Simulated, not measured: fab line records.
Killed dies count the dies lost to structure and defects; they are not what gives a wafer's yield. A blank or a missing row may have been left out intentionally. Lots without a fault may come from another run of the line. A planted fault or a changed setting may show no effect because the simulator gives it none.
What tool caused it? | flow n5 finfet | Sampling: 9 lots, 27 wafers, 6 of 1938 route steps

## WHAT THE GAUGES SHOWED, per wafer
N5_BEOL_M0_SAQP_CD_MEAS_40: the cd target is 30 nm. Usual: 29.95 nm for cd nm, sd 0.24.
lot  | measured     | on        | cd nm (nm)        | flag
L654 | day 6 06:44  | cd sem-02 | 30.05 30.23 29.78 |
L656 | day 6 23:49  | cd sem-01 | 22.31 22.20 29.91 | OFF
L659 | day 7 17:16  | cd sem-02 | 30.21 21.63 29.68 | OFF
L667 | day 9 15:53  | cd sem-03 | 29.88 30.18 29.93 |
L670 | day 10 12:55 | cd sem-01 | 29.80 30.21 30.12 |
L653 | day 10 16:03 | cd sem-03 | 29.70 29.63 29.78 |
L671 | day 10 20:07 | cd sem-01 | 30.02 29.59 30.02 |
L672 | day 11 05:19 | cd sem-02 | 29.94 30.12 30.33 |
L674 | day 11 09:13 | cd sem-01 | 29.68 29.63 30.11 |

N5_BEOL_M4_RC_MEAS_101. Usual: DIBL_N 36.1 mV/V, standard deviation 1.6; DIBL_P 35.7 mV/V, standard deviation 1.8; IOFF_N 0.159 nA/um, standard deviation 0.027; IOFF_P 0.21 nA/um, standard deviation 0.03; ION_N 673 uA/um, standard deviation 10; ION_P 462 uA/um, standard deviation 7.4; SS_N 71.4 mV/dec, standard deviation 0.56; SS_P 73.2 mV/dec, standard deviation 0.61; VT_N 249.7 mV, standard deviation 3; VT_P -250 mV, standard deviation 3.1.
lot  | measured     | on        | DIBL_N (mV/V)  | DIBL_P (mV/V)  | IOFF_N (nA/um)    | IOFF_P (nA/um) | ION_N (uA/um) | ION_P (uA/um) | SS_N (mV/dec)  | SS_P (mV/dec)  | VT_N (mV)         | VT_P (mV)      | flag
L654 | day 8 15:06  | prober-02 | 33.5 35.2 37.1 | 30.8 33.0 34.6 | 0.133 0.156 0.187 | 0.20 0.23 0.26 | 683 686 677   | 480 476 471   | 70.9 70.7 72.3 | 72.1 72.6 73.4 | 249.5 249.5 245.7 | -248 -246 -244 |
L656 | day 9 00:39  | prober-02 | 36.4           | 35.9           | 0.167             | 0.23           | 676           | 469           | 71.2           | 73.8           | 247.0             | -247           |
L659 | day 9 18:08  | prober-01 | 35.6 34.8      | 34.9 35.5      | 0.137 0.139       | 0.18 0.20      | 654 670       | 451 466       | 71.5 70.8      | 72.7 73.3      | 255.4 249.9       | -251 -250      |
L667 | day 11 15:35 | prober-02 | 36.1 35.4 37.2 | 36.2 35.9 38.5 | 0.161 0.151 0.198 | 0.22 0.22 0.26 | 682 681 694   | 473 466 471   | 72.0 71.7 71.3 | 72.8 73.7 72.9 | 248.9 250.4 244.0 | -245 -246 -246 |
L670 | day 12 18:56 | prober-02 | 37.5 34.7 36.6 | 34.8 31.6 34.2 | 0.156 0.118 0.154 | 0.19 0.15 0.19 | 660 643 677   | 450 447 460   | 71.6 71.4 70.9 | 73.1 72.4 73.1 | 251.8 254.1 250.6 | -251 -255 -256 |
L653 | day 13 19:43 | prober-02 | 35.2 34.6 35.8 | 36.1 35.4 36.3 | 0.172 0.143 0.170 | 0.23 0.23 0.24 | 691 664 680   | 479 471 468   | 71.9 71.3 71.6 | 73.7 73.3 74.1 | 247.3 251.2 250.4 | -247 -246 -246 |
L671 | day 13 17:08 | prober-01 | 34.9 35.7 36.4 | 34.5 36.9 37.7 | 0.122 0.148 0.163 | 0.17 0.21 0.21 | 666 683 683   | 455 467 465   | 71.1 70.8 71.6 | 73.3 73.6 73.8 | 253.6 250.6 250.1 | -252 -250 -251 |
L672 | day 13 21:15 | prober-01 | 37.1 35.3 36.2 | 36.8 34.9 36.0 | 0.195 0.147 0.178 | 0.23 0.19 0.22 | 678 672 677   | 461 457 463   | 71.9 71.5 72.2 | 72.9 72.3 72.4 | 247.2 251.9 249.4 | -250 -253 -250 |
L674 | day 14 16:55 | prober-02 | 34.9 40.0 37.2 | 33.0 39.2 35.1 | 0.124 0.210 0.147 | 0.19 0.30 0.23 | 667 684 675   | 465 473 478   | 70.6 71.4 70.6 | 72.9 75.1 73.6 | 250.1 246.3 249.8 | -249 -246 -248 |

## TOOL THAT RAN EACH LOT (tool first, then ch and the chambers of the sampled wafers, then the start)
lot  | N5_BEOL_M0_SAQP_ETCH_101           | N5_BEOL_M0_SAQP_ETCH_107           | N5_BEOL_M0_SAQP_EXPOSE_37         | N5_BEOL_M0_SAQP_CUT_ETCH_46
L654 | rie diel-05 ch 0,1,2, day 6 04:43  | rie diel-04 ch 0,1,3, day 6 05:26  | euv scanner-02 ch 0, day 6 06:36  | rie diel-02 ch 0,1,2, day 6 07:11
L656 | rie diel-05 ch 0,1,2, day 6 21:38  | rie diel-05 ch 0,1,3, day 6 22:22  | euv scanner-02 ch 0, day 6 23:41  | rie diel-02 ch 2,3, day 7 00:02
L659 | rie diel-02 ch 0,1,2, day 7 15:05  | rie diel-05 ch 1,3, day 7 15:49    | euv scanner-02 ch 0, day 7 17:08  | rie diel-04 ch 0,2, day 7 17:31
L667 | rie diel-04 ch 0,1,3, day 9 13:23  | rie diel-04 ch 0,1, day 9 14:29    | euv scanner-01 ch 0, day 9 15:44  | rie diel-02 ch 0,1,3, day 9 16:09
L670 | rie diel-04 ch 0,3, day 10 10:46   | rie diel-05 ch 0,1,2, day 10 11:29 | euv scanner-01 ch 0, day 10 12:47 | rie diel-02 ch 0,1,3, day 10 13:07
L653 | rie diel-04 ch 0,2,3, day 10 13:52 | rie diel-05 ch 0,3, day 10 14:35   | euv scanner-02 ch 0, day 10 15:56 | rie diel-02 ch 0,3, day 10 16:16
L671 | rie diel-02 ch 2,3, day 10 17:59   | rie diel-02 ch 0,2,3, day 10 18:49 | euv scanner-02 ch 0, day 10 19:59 | rie diel-04 ch 0,1, day 10 20:21
L672 | rie diel-04 ch 0,2,3, day 11 02:39 | rie diel-02 ch 0,1,2, day 11 03:38 | euv scanner-02 ch 0, day 11 05:11 | rie diel-05 ch 0,3, day 11 05:31
L674 | rie diel-04 ch 0,2, day 11 06:48   | rie diel-04 ch 1,3, day 11 07:31   | euv scanner-02 ch 0, day 11 09:05 | rie diel-04 ch 1,2, day 11 09:26
- N5_BEOL_M0_SAQP_ETCH_101: etches SiNx in CH3F/O2, target depth 29.9 nm, time 42.7 s.
- N5_BEOL_M0_SAQP_ETCH_107: etches SiNx in CH3F/O2, target depth 30 nm.
- N5_BEOL_M0_SAQP_EXPOSE_37: exposes mask M0 CUT1, target cd 30 nm.
- N5_BEOL_M0_SAQP_CUT_ETCH_46: etches SOC in N2/H2, target depth 135 nm, overetch 27 nm, time 202.5 s.

## AS READ BY THE TOOLS THEMSELVES (means over the sampled wafers that have a number; for cases with no such wafer, the mark the record gives instead)
N5_BEOL_M0_SAQP_ETCH_101. Usual: drypump motor current A 5.5 A, standard deviation 0.35; oes product au 0.78 a.u., standard deviation 0.087; rf vpp V 301 V, standard deviation 6.9; showerhead plenum p Torr 2.03 Torr, standard deviation 0.069; throttle valve pct 16.47 %, standard deviation 0.17.
lot  | tool        | drypump motor current A (A) | oes product au (a.u.) | rf vpp V (V) | showerhead plenum p Torr (Torr) | throttle valve pct (%) | flag
L654 | rie diel-05 | 5.6                         | 0.76                  | 296          | 2.00                            | 16.58                  |
L656 | rie diel-05 | 5.6                         | 0.75                  | 297          | 1.99                            | 16.60                  |
L659 | rie diel-02 | 5.8                         | 0.81                  | 301          | 2.05                            | 16.51                  |
L667 | rie diel-04 | 5.3                         | 0.71                  | 304          | 2.04                            | 16.46                  |
L670 | rie diel-04 | 5.4                         | 0.71                  | 305          | 2.04                            | 16.41                  |
L653 | rie diel-04 | 5.3                         | 0.77                  | 305          | 2.03                            | 16.47                  |
L671 | rie diel-02 | 5.7                         | 0.85                  | 299          | 2.12                            | 16.35                  |
L672 | rie diel-04 | 5.3                         | 0.76                  | 305          | 2.03                            | 16.49                  |
L674 | rie diel-04 | 5.2                         | 0.79                  | 306          | 2.06                            | 16.34                  |

N5_BEOL_M0_SAQP_ETCH_107. Usual: drypump motor current A 5.4 A, standard deviation 0.37; oes product au 0.77 a.u., standard deviation 0.083; rf vpp V 301 V, standard deviation 6.6; showerhead plenum p Torr 2.03 Torr, standard deviation 0.067; throttle valve pct 16.47 %, standard deviation 0.17.
lot  | tool        | drypump motor current A (A) | oes product au (a.u.) | rf vpp V (V) | showerhead plenum p Torr (Torr) | throttle valve pct (%) | flag
L654 | rie diel-04 | 5.3                         | 0.72                  | 304          | 2.05                            | 16.41                  |
L656 | rie diel-05 | 5.5                         | 0.75                  | 301          | 2.01                            | 16.58                  |
L659 | rie diel-05 | 5.9                         | 0.80                  | 300          | 1.99                            | 16.40                  |
L667 | rie diel-04 | 5.3                         | 0.74                  | 306          | 2.08                            | 16.32                  |
L670 | rie diel-05 | 5.6                         | 0.82                  | 296          | 1.99                            | 16.50                  |
L653 | rie diel-05 | 5.1                         | 0.88                  | 303          | 2.02                            | 16.53                  |
L671 | rie diel-02 | 5.7                         | 0.81                  | 299          | 2.08                            | 16.41                  |
L672 | rie diel-02 | 5.7                         | 0.79                  | 301          | 2.05                            | 16.54                  |
L674 | rie diel-04 | 5.1                         | 0.70                  | 303          | 2.04                            | 16.53                  |

N5_BEOL_M0_SAQP_EXPOSE_37. Usual: 0.89 nm for stage msd nm, sd 0.039.
lot  | tool           | stage msd nm (nm) | flag
L654 | euv scanner-02 | 0.93              |
L656 | euv scanner-02 | 0.93              |
L659 | euv scanner-02 | 0.93              |
L667 | euv scanner-01 | 0.86              |
L670 | euv scanner-01 | 0.86              |
L653 | euv scanner-02 | 0.93              |
L671 | euv scanner-02 | 0.93              |
L672 | euv scanner-02 | 0.92              |
L674 | euv scanner-02 | 0.92              |

N5_BEOL_M0_SAQP_CUT_ETCH_46. Usual: drypump motor current A 5.6 A, standard deviation 0.36; rf vpp V 525.1 V, standard deviation 2.2; showerhead plenum p Torr 2.59 Torr, standard deviation 0.086; throttle valve pct 17.94 %, standard deviation 0.22.
lot  | tool        | drypump motor current A (A) | rf vpp V (V) | showerhead plenum p Torr (Torr) | throttle valve pct (%) | flag
L654 | rie diel-02 | 5.8                         | 524.9        | 2.61                            | 17.97                  |
L656 | rie diel-02 | 5.7                         | 527.1        | 2.70                            | 17.69                  |
L659 | rie diel-04 | 5.1                         | 526.6        | 2.61                            | 17.74                  |
L667 | rie diel-02 | 5.8                         | 526.3        | 2.62                            | 17.93                  |
L670 | rie diel-02 | 5.8                         | 526.4        | 2.62                            | 17.95                  |
L653 | rie diel-02 | 5.7                         | 526.9        | 2.66                            | 17.77                  |
L671 | rie diel-04 | 5.3                         | 525.4        | 2.63                            | 17.75                  |
L672 | rie diel-05 | 5.2                         | 522.1        | 2.48                            | 17.90                  |
L674 | rie diel-04 | 5.0                         | 525.9        | 2.62                            | 17.84                  |

## THE ANSWER, worked out from the rows above alone
Rule: take the mean of a lot's wafers that have a number; if it is more than 3 standard deviations from the usual mean, the lot is off. Also off: a lot with no number at a reading for which 4 or more lots have one. Where the step has rows for the other lots, those lots are counted as sound. The gauges are gone through in route order, then the tools' own readings, and for those a lot's mean is taken as printed above. At the first step where some lot is off, the reading lying furthest off is the one used; lots without a number count as furthest.
Off: L656, L659 (N5_BEOL_M0_SAQP_CD_MEAS_40, cd nm).
If a tool, at a process step before that reading, ran all the lots that are off and no sound lot after the first of them, it fits. Gauges at N5_BEOL_M0_SAQP_CD_MEAS_40: tried the same way as those tools. None of those tried fits.

## WHAT THE SIMULATOR HAD PUT IN
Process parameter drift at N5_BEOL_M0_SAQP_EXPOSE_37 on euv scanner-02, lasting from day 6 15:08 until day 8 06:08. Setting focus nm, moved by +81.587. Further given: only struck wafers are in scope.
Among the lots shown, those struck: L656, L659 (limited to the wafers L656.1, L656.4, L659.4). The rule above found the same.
